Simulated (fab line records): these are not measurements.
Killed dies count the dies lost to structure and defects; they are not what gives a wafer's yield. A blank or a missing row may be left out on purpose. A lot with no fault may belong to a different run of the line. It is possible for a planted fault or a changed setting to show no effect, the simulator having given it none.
The tool behind it: which one? | flow nand_harc | 12 lots with 36 wafers sampled at 5 steps, on a route of 1302 steps

## WHAT THE GAUGES SHOWED, per wafer
NHARC_P_START_INSPECT_01.
lot  | measured     | on                | raw_defect_count
L792 | day 1 20:03  | defect_inspect-01 | 4 7 2
L798 | day 4 08:02  | defect_inspect-01 | 3 2 4
L801 | day 5 14:02  | defect_inspect-02 | 5 3 9
L802 | day 6 00:02  | defect_inspect-01 | 5 7 3
L806 | day 7 16:02  | defect_inspect-02 | 6 4 6
L807 | day 8 02:02  | defect_inspect-01 | 3 8 3
L808 | day 8 12:02  | defect_inspect-01 | 2 5 5
L811 | day 9 18:02  | defect_inspect-02 | 3 2 3
L812 | day 10 04:03 | defect_inspect-02 | 4 2 3
L813 | day 10 14:02 | defect_inspect-01 | 1 3 3
L814 | day 11 00:02 | defect_inspect-02 | 4 6 2
L815 | day 11 10:02 | defect_inspect-01 | 4 2 0

NHARC_P_ZERO_WELL_CD_MEAS_52: the cd target is 2000 nm.
lot  | measured     | on        | cd_nm (nm)
L792 | day 2 01:40  | cd_sem-01 | 2000.3 2000.2 2001.2
L798 | day 4 13:39  | cd_sem-02 | 1953.8 1954.3 1953.4
L801 | day 5 19:54  | cd_sem-02 | 1999.8 2000.6 1999.4
L802 | day 6 05:50  | cd_sem-02 | 2001.0 2002.9 2003.4
L806 | day 7 21:36  | cd_sem-01 | 2000.1 2000.5 1999.2
L807 | day 8 07:46  | cd_sem-02 | 2003.0 2003.3 2001.3
L808 | day 8 17:29  | cd_sem-01 | 2002.3 2000.4 2003.0
L811 | day 10 00:08 | cd_sem-02 | 2000.8 2001.6 2000.9
L812 | day 10 09:37 | cd_sem-03 | 1999.1 1998.4 1998.5
L813 | day 10 19:58 | cd_sem-01 | 2002.8 2001.9 2002.9
L814 | day 12 12:08 | cd_sem-01 | 2000.6 2002.1 2000.3
L815 | day 11 16:01 | cd_sem-02 | 2003.6 1999.0 2001.0

NHARC_P_ZERO_WELL_INSPECT_43.
lot  | measured     | on                | raw_defect_count
L792 | day 2 03:28  | defect_inspect-01 | 10 15 18
L798 | day 4 15:29  | defect_inspect-02 | 5 6 9
L801 | day 5 21:57  | defect_inspect-01 | 5 12 22
L802 | day 6 07:39  | defect_inspect-01 | 13 9 14
L806 | day 7 23:28  | defect_inspect-01 | 15 14 12
L807 | day 8 09:37  | defect_inspect-02 | 16 11 7
L808 | day 8 19:18  | defect_inspect-02 | 7 16 14
L811 | day 10 01:56 | defect_inspect-02 | 5 6 14
L812 | day 10 11:25 | defect_inspect-02 | 22 10 15
L813 | day 10 21:47 | defect_inspect-01 | 12 13 19
L814 | day 12 14:06 | defect_inspect-02 | 17 14 15
L815 | day 11 20:37 | defect_inspect-02 | 8 18 13

## EACH LOT AND THE TOOL THAT RAN IT (in order: tool; ch and the chambers of the sampled wafers; start)
lot  | NHARC_P_ZERO_WELL_EXPOSE_49       | NHARC_P_ZERO_WELL_DESCUM_54
L792 | krf_scanner-02 ch 0, day 2 01:31  | rie_diel-11 ch 1,2,3, day 2 01:50
L798 | krf_scanner-02 ch 0, day 4 13:29  | rie_diel-04 ch 0,1,2, day 4 13:50
L801 | krf_scanner-02 ch 0, day 5 19:44  | rie_diel-11 ch 2,3, day 5 20:17
L802 | krf_scanner-01 ch 0, day 6 05:40  | rie_diel-11 ch 0,1,2, day 6 05:59
L806 | krf_scanner-02 ch 0, day 7 21:26  | rie_diel-04 ch 0,2,3, day 7 21:47
L807 | krf_scanner-02 ch 0, day 8 07:36  | rie_diel-04 ch 0,1, day 8 07:56
L808 | krf_scanner-01 ch 0, day 8 17:20  | rie_diel-12 ch 1,2,3, day 8 17:41
L811 | krf_scanner-02 ch 0, day 9 23:59  | rie_diel-04 ch 2,3, day 10 00:17
L812 | krf_scanner-02 ch 0, day 10 09:28 | rie_diel-12 ch 0,1,3, day 10 09:46
L813 | krf_scanner-02 ch 0, day 10 19:49 | rie_diel-11 ch 0,1,3, day 10 20:08
L814 | krf_scanner-01 ch 0, day 12 11:59 | rie_diel-11 ch 0,1,3, day 12 12:22
L815 | krf_scanner-04 ch 0, day 11 15:52 | rie_diel-04 ch 1,2,3, day 11 18:56
- NHARC_P_ZERO_WELL_EXPOSE_49: exposes mask P HVPW, target cd 2000 nm.
- NHARC_P_ZERO_WELL_DESCUM_54: chemistry O2, time 3 s.

## WHAT THE TOOLS THEMSELVES READ (means of the sampled wafers that have a number; where no wafer has one, the mark that the record gives instead)
NHARC_P_ZERO_WELL_EXPOSE_49.
lot  | tool           | stage_vel_mm_s (mm/s)
L792 | krf_scanner-02 | 500.05
L798 | krf_scanner-02 | 499.81
L801 | krf_scanner-02 | 499.72
L802 | krf_scanner-01 | 499.98
L806 | krf_scanner-02 | 499.88
L807 | krf_scanner-02 | 500.18
L808 | krf_scanner-01 | 499.84
L811 | krf_scanner-02 | 499.99
L812 | krf_scanner-02 | 500.13
L813 | krf_scanner-02 | 499.87
L814 | krf_scanner-01 | 499.90
L815 | krf_scanner-04 | 500.09

NHARC_P_ZERO_WELL_DESCUM_54.
lot  | tool        | drypump_motor_current_A (A) | mfc_ar_sccm (sccm) | oes_product_au (a.u.) | rf_vpp_V (V) | showerhead_plenum_p_Torr (Torr) | throttle_valve_pct (%)
L792 | rie_diel-11 | 5.8                         | 0.014              | 0.994                 | 58.6         | 1.99                            | 11.307
L798 | rie_diel-04 | 6.0                         | 0.016              | 0.997                 | 58.2         | 1.89                            | 11.317
L801 | rie_diel-11 | 5.4                         | 0.029              | 0.999                 | 57.4         | 1.94                            | 11.314
L802 | rie_diel-11 | 6.2                         | 0.000              | 1.006                 | 58.0         | 2.00                            | 11.318
L806 | rie_diel-04 | 5.8                         | 0.006              | 0.991                 | 57.9         | 1.97                            | 11.317
L807 | rie_diel-04 | 5.7                         | 0.010              | 1.007                 | 57.4         | 1.84                            | 11.315
L808 | rie_diel-12 | 5.7                         | 0.000              | 0.993                 | 58.5         | 1.95                            | 11.309
L811 | rie_diel-04 | 6.1                         | 0.006              | 0.995                 | 59.5         | 2.04                            | 11.307
L812 | rie_diel-12 | 5.5                         | 0.006              | 0.999                 | 57.1         | 1.91                            | 11.309
L813 | rie_diel-11 | 5.8                         | 0.014              | 1.011                 | 58.1         | 1.97                            | 11.309
L814 | rie_diel-11 | 5.8                         | 0.014              | 0.998                 | 57.9         | 1.97                            | 11.319
L815 | rie_diel-04 | 6.3                         | 0.016              | 0.998                 | 58.0         | 1.94                            | 11.306

## THE ANSWER, worked out from the rows above alone
Rule: the lots themselves supply what counts as usual. The widest of any qualifying gaps counts: lots, ordered by their means at a reading, are off when they make up no more than a third of the lots, leave a main group of 4 or more, and stand apart from it by 3 or more times the standard deviation of that group's means. A main group whose means are all the same, to the digits that the tables above print for the reading, isn't used. Also off: a lot with no number at a reading for which 4 or more lots have one. The other lots that the step has rows for count as sound. After the gauges, taken in route order, come the tools' own readings; for these a lot's mean is taken, as printed above. At the first step where some lot is off, the reading lying furthest off is the one used; lots without a number count as furthest.
Off, at NHARC_P_ZERO_WELL_CD_MEAS_52 on cd_nm: L798. Main group: mean 2001.1 nm, sd 1.2.
A tool fits if, at a process step before that reading, it ran every lot that is off, and no sound lot after the first of them. Those tools and the gauges at NHARC_P_ZERO_WELL_CD_MEAS_52 are tried in the same way. Not one of the candidates tried fits.

## WHAT THE SIMULATOR HAD INSERTED
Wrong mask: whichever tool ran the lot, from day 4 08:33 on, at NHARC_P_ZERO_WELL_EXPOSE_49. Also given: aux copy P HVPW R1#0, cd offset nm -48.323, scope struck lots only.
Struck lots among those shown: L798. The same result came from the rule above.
